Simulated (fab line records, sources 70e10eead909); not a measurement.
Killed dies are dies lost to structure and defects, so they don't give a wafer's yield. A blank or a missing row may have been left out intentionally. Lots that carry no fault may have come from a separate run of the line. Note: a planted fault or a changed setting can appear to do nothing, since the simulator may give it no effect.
Problem report in the 8D (eight disciplines) form, filled by code :: flow nand harc :: the parts of the form that need people (team, actions taken, sign-off) are left out

1. THE ISSUE
Mean of cd nm at NHARC_P_CONTACT_CD_MEAS_12: 105.3 nm across 3 wafers in 3 lots; on wafers with no fault it is 89.7 nm (standard deviation 0.71). That puts it +22 standard deviations away from the usual mean.
The step: target cd 90 nm.
First seen on wafer L156.3, day 6 21:50, on cd sem-03. At this step, 44 wafers from 15 lots have a number in the record. The rule behind "out" and "out of limits": a value lying over 4 standard deviations away from the usual mean. All remaining wafers that have a number are taken as sound.

2. WHAT IT IS, WHAT IT ISN'T
question: which readings at this step
is: cd nm
is not: -

question: which lots
is: L156, L157, L158
is not: L151, L152, L153, L164, L165, L166, L167, L169, L171, L172, L173, L174

question: which wafers of those lots
is: L156.3, L157.4, L158.4
is not: L156.2, L156.6, L157.2, L157.6, L158.2

question: read on which gauges
is: cd sem-01, cd sem-03
is not: cd sem-02

question: when
is: from day 6 21:50
is not: up to then (11 sound wafers); but 30 sound wafers of L157, L158, L164, L165, L166, L167, L169, L171, L172, L173, L174 came after

3. WHAT RULES OUT EACH SUSPECT
Counting: a tool at a process step up to the reading stays a suspect if it ran every lot that is out. Sound lots after the first of them don't rule it out here, since some wafers of a struck lot are sound.
- the gauge at NHARC_P_CONTACT_CD_MEAS_12 has been ruled out. 2 gauges (cd sem-01, cd sem-03) read the wafers that are out.
- rtp anneal-02 at NHARC_P_GATE_RTA_82 (time 30 s): kept. Ran every lot that is out, first one L156 (day 6 20:04); last sound lot up to then L152 (day 5 14:01).
- cmp-02 at NHARC_P_CONTACT_CMP_01 (polishes SiO2, target thk 200 nm): kept. It ran every lot that is out, first L156 (day 6 21:02).
- litho track-01 at NHARC_P_CONTACT_PEB_10 (peb time 65 s): kept. Ran every lot that is out, first one L156 (day 6 21:45); last sound lot up to then L151 (day 5 13:08).
- In cmp-02 at NHARC_P_CONTACT_CMP_01, the wafers that are out were processed in chamber 1 and their sound lot-mates in chambers 0, 2, 3.
The count leaves rtp anneal-02 at NHARC_P_GATE_RTA_82, cmp-02 at NHARC_P_CONTACT_CMP_01, and litho track-01 at NHARC_P_CONTACT_PEB_10.

4. THE CAUSE (what the simulator had put in)
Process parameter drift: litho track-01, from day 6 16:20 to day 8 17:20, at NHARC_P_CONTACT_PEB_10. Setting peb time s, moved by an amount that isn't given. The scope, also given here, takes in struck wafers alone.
3 suspects survive the count, and this tool is in that group.

5. SEQUENCE OF EFFECTS, ordered by route
Rows list readings where the struck wafers' mean (over those with a number) sits beyond 3 standard deviations from the usual. Only readings whose record carries a usual standard deviation are examined. hours: median over the lots of the time between each lot's start at the first step of this table that gives one and its start at this step. sigmas: the change, counted in usual standard deviations.
hours: 0
step: NHARC_P_CONTACT_CD_MEAS_12
reading: cd nm
usual: 89.7 nm
on struck wafers: 105.3
change: +15.6
sigmas: +22

6. HOW IT WOULD HAVE BEEN CAUGHT EARLIER
The first out-of-limits reading at a measuring or inspecting step in this record came at day 6 21:50, 6 hours after the fault's start at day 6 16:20.
Among the 3 lots that are out, L158, L157 began NHARC_P_CONTACT_PEB_10 on litho track-01 after day 6 21:50. A hold on the tool at that time would have spared those 2.
